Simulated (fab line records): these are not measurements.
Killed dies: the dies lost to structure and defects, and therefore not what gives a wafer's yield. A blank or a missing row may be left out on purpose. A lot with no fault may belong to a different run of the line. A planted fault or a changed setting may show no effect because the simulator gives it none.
fab line records	flow nandHarc
[record] lots = 13	wafers = 39	lastDay = 24
route steps=1159 shown P_STI@89 P_GATE@131 END@1159
lots with no fault: from the same line, run without faults
startH: start of the lot's first displayed wafer, in hours after the record's first day	waitH: hours since the lot's step before	" the same as in the row above	L1.1+2: a single row standing in for several wafers	- no value, or no start given	* or withheld: withheld	< > ~ a bound
route shown NAME@n: a module of which the file shows steps, and the number in the route of the first	usual: mean and standard deviation over wafers with no fault	same: alike in all rows	chamber/n: place in a boat	sites: per-site readings	_std_site: the standard deviation of these	_edge_site: mean of outer sites minus mean of inner sites	radiusMm: how far each site lies from the wafer's centre	mask NAME#n: copy n	behind: the tool/chamber that last shaped the wafer	hold: cause of the lot's hold/its duration in hours/its outcome	device: the n, p or np transistor that did not switch	end of line: tests run on the same wafers once the route is complete	a step with no rows: only its recipe	killed: dies lost to structure and defects at the first sort, not the wafer's yield	map: a wafer's dies, marking killed ones x, the rest . and places with no die _
set.NAME: the setting the step ran with; set.NAME@STEP: the setting that earlier step ran with	model.NAME: the simulator's own value behind a step, which no gauge read
steps of the route over a sample of lots; a table a step, a row a wafer
services: the hour from which a tool's chamber was out of use, counted from the record's first day as startH (under 0 if before that day), plus the number of hours and why
[[steps]]
[step NHARC_P_STI_ETCH_31]
[recipe] targetDepthA = 1089	timeS = 54.5	cf4FlowSccm = 100	chf3FlowSccm = 30	arFlowSccm = 0	rfW = 500	biasW = 200	chemistry = CF4/CHF3
[usual] cf4FlowSccm = 99.99/0.27	drypumpMotorCurrentA = 5.7/0.47	oesProductAu = 0.962/0.015	rfVppV = 370.9/2.5	showerheadPlenumPTorr = 1.58/0.071	throttleValvePct = 16.804/0.0096
lot.wafer	tool	chamber	startH	waitH	cf4FlowSccm	drypumpMotorCurrentA	oesProductAu	rfHoursCounterH	rfVppV	showerheadPlenumPTorr	throttleValvePct
L329.4	rieDiel-09	0	-	-	99.86	6.2	0.971	10	367.9	1.52	16.791
L329.6	"	3	"	"	99.63	5.9	0.958	-	371.3	1.62	16.812
L329.5	"	0	"	"	99.83	6.2	0.957	-	368.4	1.52	16.816
L330.4	rieDiel-09	2	-	-	99.80	4.8	0.986	7	369.3	1.50	16.813
L330.2	"	0	"	"	100.14	6.2	0.961	10	368.5	1.52	16.786
L330.6	"	2	"	"	99.60	4.8	0.979	-	368.5	1.50	16.800
L331.1	rieDiel-11	2	-	-	100.03	6.3	0.933	1	369.0	1.51	16.787
L331.2	"	1	"	"	99.86	5.0	0.950	1	372.7	1.65	16.799
L331.6	"	2	"	"	100.30	6.3	0.924	-	366.9	1.51	16.802
L332.2	rieDiel-09	3	-	-	99.97	5.9	0.963	10	372.9	1.62	16.811
L332.1	"	0	"	"	99.82	6.2	0.964	11	368.6	1.52	16.816
L332.5	"	2	"	"	100.03	4.8	0.968	-	366.7	1.50	16.804
L333.3	rieDiel-11	2	-	-	99.54	6.3	0.964	1	369.3	1.51	16.808
L333.2	"	3	"	"	100.27	5.8	0.950	1	372.9	1.68	16.816
L333.4	"	1	"	"	100.48	5.0	0.973	1	372.7	1.65	16.806
L335.3	rieDiel-11	3	-	-	99.16	5.8	0.976	1	374.5	1.68	16.801
L335.2	"	0	"	"	99.74	6.0	0.975	1	370.9	1.58	16.797
L335.6	"	3	"	"	99.11	5.8	0.978	-	374.3	1.68	16.799
L336.3	rieDiel-06	1	-	-	100.13	5.9	0.976	0	374.2	1.68	16.801
L336.4	"	2	"	"	100.27	5.7	0.964	0	368.2	1.52	16.813
L336.2	"	0	"	"	100.17	5.7	0.981	0	367.7	1.48	16.814
L337.1	rieDiel-06	0	-	-	100.01	5.6	0.982	0	369.0	1.48	16.815
L337.5	"	0	"	"	100.05	5.6	0.977	-	367.4	1.48	16.789
L337.6	"	1	"	"	100.07	5.9	0.984	-	373.3	1.68	16.800
L338.2	rieDiel-06	0	-	-	100.17	5.7	0.973	1	366.5	1.48	16.807
L338.1	"	3	"	"	99.96	6.0	0.973	1	373.1	1.63	16.809
L338.5	"	0	"	"	100.24	5.6	0.972	-	367.2	1.48	16.798
L339.3	rieDiel-09	2	-	-	100.16	4.8	0.977	1	369.2	1.50	16.795
L339.5	"	2	"	"	99.75	4.8	0.978	-	367.4	1.50	16.804
L339.6	"	3	"	"	99.79	5.9	0.971	-	373.1	1.62	16.792
L342.1	rieDiel-06	1	-	-	100.38	5.9	0.948	1	373.2	1.68	16.801
L342.4	"	0	"	"	100.20	5.6	0.941	-	365.3	1.48	16.812
L342.5	"	0	"	"	99.66	5.6	0.947	-	366.9	1.48	16.795
L343.2	rieDiel-09	2	-	-	99.90	4.8	0.978	3	369.0	1.50	16.807
L343.4	"	0	"	"	99.95	6.2	0.947	3	369.2	1.52	16.810
L343.5	"	2	"	"	99.89	4.8	0.962	-	367.3	1.50	16.809
L345.1	rieDiel-11	3	-	-	100.74	5.8	0.976	3	374.8	1.68	16.805
L345.3	"	1	"	"	100.04	5.0	0.949	3	373.5	1.65	16.807
L345.5	"	0	"	"	100.25	6.0	0.969	-	372.0	1.58	16.800
[step NHARC_P_STI_CD_MEAS_16]
[usual] cdNm = 199.7/2
lot.wafer	tool	chamber	startH	waitH	cdNm
L329.4	cdSem-02	-	35.49	-	201.0
L329.5	"	-	"	"	201.1
L329.6	"	-	"	"	202.6
L330.2	cdSem-01	-	41.64	-	198.4
L330.4	"	-	"	"	197.3
L330.6	"	-	"	"	199.4
L331.1	cdSem-01	-	49.06	-	197.7
L331.2	"	-	"	"	198.0
L331.6	"	-	"	"	199.2
L332.1	cdSem-01	-	55.07	-	194.1
L332.2	"	-	"	"	198.9
L332.5	"	-	"	"	199.0
L333.2	cdSem-02	-	62.44	-	200.5
L333.3	"	-	"	"	196.9
L333.4	"	-	"	"	197.0
L335.2	cdSem-01	-	67.98	-	201.3
L335.3	"	-	"	"	201.5
L335.6	"	-	"	"	202.1
L336.2	cdSem-02	-	77.96	-	199.4
L336.3	"	-	"	"	200.8
L336.4	"	-	"	"	196.7
L337.1	cdSem-02	-	85.41	-	201.5
L337.5	"	-	"	"	201.8
L337.6	"	-	"	"	203.2
L338.1	cdSem-03	-	89.50	-	198.6
L338.2	"	-	"	"	198.4
L338.5	"	-	"	"	202.3
L339.3	cdSem-01	-	97.98	-	199.7
L339.5	"	-	"	"	197.5
L339.6	"	-	"	"	197.5
L342.1	cdSem-01	-	115.37	-	200.4
L342.4	"	-	"	"	200.0
L342.5	"	-	"	"	199.0
L343.2	cdSem-01	-	120.30	-	197.6
L343.4	"	-	"	"	199.9
L343.5	"	-	"	"	199.2
L345.1	cdSem-03	-	132.56	-	201.4
L345.3	"	-	"	"	202.9
L345.5	"	-	"	"	204.4
[step NHARC_P_GATE_HM_DEP_102]
[recipe] targetThkA = 1200	tempC = 400	material = aC
[usual] throttleValvePct = 35.001/0.0088
lot.wafer	tool	chamber	startH	waitH	throttleValvePct
L329.4	aclDep-01	0	78.47	0.7	35.014
L329.5	"	0	"	"	34.984
L329.6	"	0	"	"	34.996
L330.2	aclDep-01	0	93.36	0.5	34.999
L330.4	"	0	"	"	35.016
L330.6	"	0	"	"	34.999
L331.1	aclDep-01	0	99.10	0.4	35.004
L331.2	"	0	"	"	35.008
L331.6	"	0	"	"	35.000
L332.1	aclDep-01	0	105.42	0.4	34.995
L332.2	"	0	"	"	34.985
L332.5	"	0	"	"	35.003
L335.2	aclDep-01	0	111.41	0.5	35.002
L335.3	"	0	"	"	35.004
L335.6	"	0	"	"	34.997
L333.2	aclDep-02	0	112.05	1.1	35.014
L333.3	"	0	"	"	35.017
L333.4	"	0	"	"	34.997
L336.2	aclDep-01	0	132.16	0.5	35.001
L336.3	"	0	"	"	35.011
L336.4	"	0	"	"	35.000
L337.1	aclDep-03	0	138.46	2.2	34.999
L337.5	"	0	"	"	34.996
L337.6	"	0	"	"	34.995
L338.1	aclDep-03	0	146.65	2.2	34.997
L338.2	"	0	"	"	35.011
L338.5	"	0	"	"	34.999
L339.3	aclDep-02	0	151.68	0.6	35.018
L339.5	"	0	"	"	34.993
L339.6	"	0	"	"	35.005
L343.2	aclDep-01	0	169.59	2.6	35.016
L343.4	"	0	"	"	35.014
L343.5	"	0	"	"	34.999
L343.2	aclDep-01	0	170.88	1.2	35.006
L343.4	"	0	"	"	34.998
L343.5	"	0	"	"	34.998
L342.1	aclDep-01	0	170.13	3.1	35.012
L342.4	"	0	"	"	35.009
L342.5	"	0	"	"	34.995
L342.1	aclDep-03	0	171.33	1.1	34.985
L342.4	"	0	"	"	35.002
L342.5	"	0	"	"	34.993
L345.1	aclDep-03	0	180.24	1.1	35.012
L345.3	"	0	"	"	34.986
L345.5	"	0	"	"	34.987
L345.1	aclDep-02	0	182.51	2.2	35.002
L345.3	"	0	"	"	34.999
L345.5	"	0	"	"	35.013
[step NHARC_P_GATE_OVL_MEAS_27]
[usual] overlayXNm = 0.1/1	overlayYNm = -0.2/0.81
lot.wafer	tool	chamber	startH	waitH	overlayXNm	overlayYNm
L329.4	overlay-01	-	79.58	-	0.5	0.8
L329.5	"	-	"	"	0.0	0.7
L329.6	"	-	"	"	0.2	1.0
L330.2	overlay-01	-	94.77	-	1.5	-0.4
L330.4	"	-	"	"	1.3	0.1
L330.6	"	-	"	"	1.3	-0.4
L331.1	overlay-01	-	100.54	-	0.3	-0.3
L331.2	"	-	"	"	-0.6	-0.5
L331.6	"	-	"	"	-0.1	-0.5
L332.1	overlay-02	-	106.86	-	-0.1	0.1
L332.2	"	-	"	"	-0.7	-0.1
L332.5	"	-	"	"	0.1	0.2
L335.2	overlay-02	-	112.88	-	-0.8	0.4
L335.3	"	-	"	"	-1.0	0.0
L335.6	"	-	"	"	-1.5	0.4
L333.2	overlay-02	-	113.37	-	0.2	-0.4
L333.3	"	-	"	"	0.3	0.1
L333.4	"	-	"	"	0.6	-0.4
L336.2	overlay-01	-	133.54	-	0.3	-1.1
L336.3	"	-	"	"	0.4	-1.0
L336.4	"	-	"	"	-0.4	-0.8
L337.1	overlay-02	-	139.79	-	-1.8	0.1
L337.5	"	-	"	"	-1.8	0.1
L337.6	"	-	"	"	-2.3	0.1
L338.1	overlay-02	-	147.96	-	-0.6	0.3
L338.2	"	-	"	"	-0.1	-0.6
L338.5	"	-	"	"	-0.8	0.5
L339.3	overlay-01	-	152.77	-	-0.2	1.6
L339.5	"	-	"	"	-0.1	2.1
L339.6	"	-	"	"	-0.2	1.1
L343.2	overlay-02	-	172.09	-	0.4	0.2
L343.4	"	-	"	"	0.7	0.6
L343.5	"	-	"	"	1.0	-0.2
L342.1	overlay-02	-	172.83	-	0.3	0.0
L342.4	"	-	"	"	0.7	-0.2
L342.5	"	-	"	"	0.7	-0.3
L345.1	overlay-02	-	183.82	-	2.1	1.1
L345.3	"	-	"	"	2.2	1.0
L345.5	"	-	"	"	2.2	0.8
[step NHARC_END_SORT_01]
[recipe] tempC = 25
[usual] killedAtArray = 28/12	killedAtOther = 0.8/1.1	killedAtPeriphery = 3.6/2.3	killedDies = 32/12	killedOpen = 3.4/1.9	killedShort = 2.0/1.3
[same] grossDies = 677
lot.wafer	tool	chamber	startH	waitH	killedAtArray	killedAtOther	killedAtPeriphery	killedDies	killedOpen	killedShort
L329.4	prober-01	0	435.44	3.4	36	0	1	37	3	3
L329.5	prober-01	0	436.24	3.7	37	0	3	40	4	2
L329.6	prober-01	0	437.04	4.0	33	0	2	35	3	0
L330.2	prober-01	0	449.53	2.8	21	1	0	22	2	0
L330.4	prober-01	0	451.15	3.4	24	1	1	26	4	2
L330.6	prober-01	0	452.77	4.0	21	0	1	22	2	3
L336.2	prober-01	0	483.43	2.8	11	0	7	18	1	1
L336.3	prober-01	0	484.23	3.1	14	2	4	20	2	1
L336.4	prober-01	0	485.03	3.4	13	0	6	19	4	2
L339.3	prober-01	0	497.31	3.1	21	0	4	25	3	3
L339.5	prober-01	0	498.92	3.7	18	2	2	22	4	3
L339.6	prober-01	0	499.73	4.0	13	0	3	16	2	0
L342.1	prober-02	0	527.88	2.5	18	0	5	23	3	2
L342.4	prober-02	0	530.28	3.4	11	1	5	17	2	1
L342.5	prober-02	0	531.08	3.7	9	0	8	17	1	2
L345.1	prober-02	0	562.70	2.5	53	2	4	59	3	2
L345.3	prober-02	0	564.29	3.1	36	3	7	46	4	3
L345.5	prober-02	0	565.88	3.7	43	1	4	48	4	3
L343.2	prober-01	0	576.33	2.8	49	0	8	57	7	2
L343.4	prober-01	0	577.95	3.4	55	0	5	60	4	1
L343.5	prober-01	0	578.75	3.7	59	0	9	68	5	5
// killed by level:class
L329.4 A_SLIT:chamberFilmFlake=13 A_CHANNEL_HOLE_D1:chamberFilmFlake=8 A_STAIRCASE:chamberFilmFlake=6 A_CONTACT:chamberFilmFlake=3 A_CHANNEL_FILL_D1:geometricParticle:short=2 A_SOURCE_PLATE:geometricParticle:short=1 A_WL_FILL:geometricParticle:open=1 A_CONTACT:geometricParticle:open=1
L329.5 A_CHANNEL_HOLE_D1:chamberFilmFlake=14 A_SLIT:chamberFilmFlake=7 A_STAIRCASE:chamberFilmFlake=6 A_CONTACT:chamberFilmFlake=5 P_CONTACT:geometricParticle:open=2 A_BLC:geometricParticle:open=2 A_WL_FILL:geometricParticle:short=1 A_CONTACT:geometricParticle:short=1
L329.6 A_STAIRCASE:chamberFilmFlake=12 A_SLIT:chamberFilmFlake=8 A_CHANNEL_HOLE_D1:chamberFilmFlake=5 A_CONTACT:chamberFilmFlake=5 A_CONTACT:geometricParticle:open=2 A_WL_FILL:geometricParticle:open=1 P_STI:chamberFilmFlake=1 P_BONDPAD:chamberFilmFlake=1
L330.2 A_SLIT:chamberFilmFlake=9 A_CHANNEL_HOLE_D1:chamberFilmFlake=5 A_WL_FILL:chamberFilmFlake=2 A_CONTACT:chamberFilmFlake=2 A_WL_FILL:geometricParticle:open=1 STARTING-WAFER:geometricParticle:open=1 A_ZERO_WELL:chamberFilmFlake=1 A_STAIRCASE:chamberFilmFlake=1
L330.4 A_SLIT:chamberFilmFlake=9 A_CONTACT:chamberFilmFlake=4 A_M0:geometricParticle:open=3 A_WL_FILL:chamberFilmFlake=3 A_ONON_D1:geometricParticle:short=2 A_CONTACT:geometricParticle:open=1 P_ZERO_WELL:chamberFilmFlake=1 A_CHANNEL_HOLE_D1:chamberFilmFlake=1
L330.6 A_SLIT:chamberFilmFlake=7 A_CHANNEL_FILL_D1:geometricParticle:short=3 A_CONTACT:chamberFilmFlake=3 A_CHANNEL_HOLE_D1:chamberFilmFlake=2 A_SGD_CUT:geometricParticle:open=1 A_CONTACT:geometricParticle:open=1 P_GATE:chamberFilmFlake=1 A_ZERO_WELL:chamberFilmFlake=1
L336.2 P_CONTACT:chamberFilmFlake=3 A_CHANNEL_FILL_D1:chamberFilmFlake=3 A_STAIRCASE:chamberFilmFlake=3 P_STI:chamberFilmFlake=2 A_M1:chamberFilmFlake=2 A_WL_FILL:geometricParticle:short=1 A_M0:geometricParticle:open=1 P_GATE:chamberFilmFlake=1
L336.3 A_CHANNEL_FILL_D1:chamberFilmFlake=5 A_SLIT:chamberFilmFlake=3 P_GATE:chamberFilmFlake=2 A_CHANNEL_HOLE_D1:chamberFilmFlake=2 THIN_TSV:chamberFilmFlake=2 P_M1:geometricParticle:short=1 A_CONTACT:geometricParticle:open=1 A_BLC:geometricParticle:open=1
L336.4 A_CHANNEL_FILL_D1:chamberFilmFlake=3 P_GATE:chamberFilmFlake=2 P_CONTACT:chamberFilmFlake=2 A_M1:chamberFilmFlake=2 P_M0:geometricParticle:open=1 A_CHANNEL_HOLE_D1:geometricParticle:open=1 A_SGD_CUT:geometricParticle:short=1 A_CONTACT:geometricParticle:open=1
L339.3 A_CHANNEL_HOLE_D1:chamberFilmFlake=5 A_CONTACT:chamberFilmFlake=5 A_STAIRCASE:chamberFilmFlake=5 P_CONTACT:geometricParticle:open=2 A_CHANNEL_FILL_D1:geometricParticle:short=2 A_SOURCE_PLATE:geometricParticle:open=1 A_WL_FILL:geometricParticle:short=1 P_GATE:chamberFilmFlake=1
L339.5 A_CONTACT:chamberFilmFlake=6 A_CHANNEL_HOLE_D1:chamberFilmFlake=4 P_STI:chamberFilmFlake=2 THIN_TSV:chamberFilmFlake=2 A_CHANNEL_FILL_D1:geometricParticle:open=1 A_CHANNEL_FILL_D1:geometricParticle:short=1 A_WL_FILL:geometricParticle:short=1 A_CONTACT:geometricParticle:open=1
L339.6 A_CHANNEL_HOLE_D1:chamberFilmFlake=6 A_CONTACT:chamberFilmFlake=3 A_STAIRCASE:chamberFilmFlake=2 A_CHANNEL_HOLE_D1:geometricParticle:open=1 A_WL_FILL:geometricParticle:open=1 P_ZERO_WELL:chamberFilmFlake=1 P_CONTACT:chamberFilmFlake=1 P_M0:chamberFilmFlake=1
L342.1 A_STAIRCASE:chamberFilmFlake=6 P_GATE:chamberFilmFlake=4 A_CONTACT:geometricParticle:open=3 A_CHANNEL_HOLE_D1:chamberFilmFlake=3 A_WL_FILL:chamberFilmFlake=2 A_CONTACT:chamberFilmFlake=2 A_SOURCE_PLATE:geometricParticle:short=1 A_WL_FILL:geometricParticle:short=1
L342.4 A_CHANNEL_HOLE_D1:chamberFilmFlake=5 P_BONDPAD:chamberFilmFlake=3 A_CONTACT:geometricParticle:open=2 P_GATE:chamberFilmFlake=2 A_STAIRCASE:chamberFilmFlake=2 A_M0:geometricParticle:short=1 A_CONTACT:chamberFilmFlake=1 THIN_TSV:chamberFilmFlake=1
L342.5 A_CHANNEL_HOLE_D1:chamberFilmFlake=5 P_GATE:chamberFilmFlake=3 A_WL_FILL:chamberFilmFlake=2 P_CONTACT:geometricParticle:short=1 P_M0:geometricParticle:open=1 A_CONTACT:geometricParticle:short=1 P_ZERO_WELL:chamberFilmFlake=1 P_M1:chamberFilmFlake=1
L345.1 A_SLIT:chamberFilmFlake=21 A_STAIRCASE:chamberFilmFlake=12 A_CHANNEL_HOLE_D1:chamberFilmFlake=9 A_CONTACT:chamberFilmFlake=7 P_ZERO_WELL:chamberFilmFlake=3 A_CONTACT:geometricParticle:open=2 P_M0:geometricParticle:open=1 A_ONON_D1:geometricParticle:short=1
L345.3 A_SLIT:chamberFilmFlake=13 A_STAIRCASE:chamberFilmFlake=8 A_CHANNEL_HOLE_D1:chamberFilmFlake=5 P_ZERO_WELL:chamberFilmFlake=4 A_CONTACT:chamberFilmFlake=3 THIN_TSV:chamberFilmFlake=3 A_WL_FILL:unspecified=2 P_CONTACT:geometricParticle:short=1
L345.5 A_SLIT:chamberFilmFlake=18 A_STAIRCASE:chamberFilmFlake=8 A_CHANNEL_HOLE_D1:chamberFilmFlake=7 P_ZERO_WELL:chamberFilmFlake=3 A_WL_FILL:geometricParticle:short=2 A_WL_FILL:chamberFilmFlake=2 P_CONTACT:geometricParticle:short=1 A_ONON_D1:geometricParticle:open=1
L343.2 A_CHANNEL_HOLE_D1:chamberFilmFlake=21 A_SLIT:chamberFilmFlake=10 A_CONTACT:chamberFilmFlake=5 P_M1:chamberFilmFlake=3 A_BLC:geometricParticle:open=2 P_GATE:chamberFilmFlake=2 A_CHANNEL_FILL_D1:chamberFilmFlake=2 A_STAIRCASE:chamberFilmFlake=2
L343.4 A_SLIT:chamberFilmFlake=18 A_CHANNEL_HOLE_D1:chamberFilmFlake=18 A_STAIRCASE:chamberFilmFlake=7 A_CONTACT:chamberFilmFlake=7 P_M1:chamberFilmFlake=2 P_M0:geometricParticle:open=1 P_M1:geometricParticle:open=1 A_ONON_D1:geometricParticle:open=1
L343.5 A_CHANNEL_HOLE_D1:chamberFilmFlake=17 A_SLIT:chamberFilmFlake=17 A_CONTACT:chamberFilmFlake=9 P_M1:chamberFilmFlake=4 A_WL_FILL:chamberFilmFlake=4 A_STAIRCASE:chamberFilmFlake=3 P_M0:geometricParticle:short=1 P_M1:geometricParticle:open=1
[[services]]
tool	chamber	startH	hours	kind
rieDiel-11	-	12.50	9.0	pm
rieDiel-09	0	31.60	-	clean
rieDiel-09	1	31.60	-	clean
rieDiel-09	2	31.60	-	clean
rieDiel-09	3	31.60	-	clean
aclDep-03	-	43.76	13.0	pm
rieDiel-09	0	56.10	-	clean
rieDiel-09	1	56.10	-	clean
rieDiel-09	2	56.10	-	clean
rieDiel-09	3	56.10	-	clean
rieDiel-06	-	64.20	9.0	pm
rieDiel-09	-	77.10	9.0	pm
rieDiel-09	0	77.10	9.0	ventCycle
rieDiel-09	1	77.10	9.0	ventCycle
rieDiel-09	2	77.10	9.0	ventCycle
rieDiel-06	3	111.42	8.4	repair
rieDiel-06	2	113.18	4.5	repair
aclDep-01	-	113.28	13.0	pm
rieDiel-06	1	115.19	13.4	repair
rieDiel-09	3	122.97	5.7	repair
rieDiel-06	2	127.75	8.4	repair
rieDiel-11	-	164.47	1.6	repair
aclDep-02	-	167.60	13.0	pm
rieDiel-11	0	169.64	10.9	repair
[[key]]
[firstSign] step = NHARC_P_GATE_HM_DEP_102	reading = visit	direction = added
effect none on later readings
metAt NHARC_P_GATE_HM_DEP_102
struckLots L342,L343,L345
testerLeftOut L342,L343,L345
notActingAt NHARC_P_STI_ETCH_31,NHARC_P_STI_CD_MEAS_16,NHARC_P_GATE_OVL_MEAS_27
[fault] kind = repeatedStepWhole	tool = aclDep-01,aclDep-02,aclDep-03	chamber = -	onsetH = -	steps = NHARC_P_GATE_HM_DEP_102	times = 1	scope = struckLotsOnly
// testerLeftOut: of these lots the tester's yield and bins aren't shown, on N5 and GAA mostly nor the transistor test; their killed dies are dies lost to structure and defects alone, not to doping, threshold or leakage, so they don't give the yield
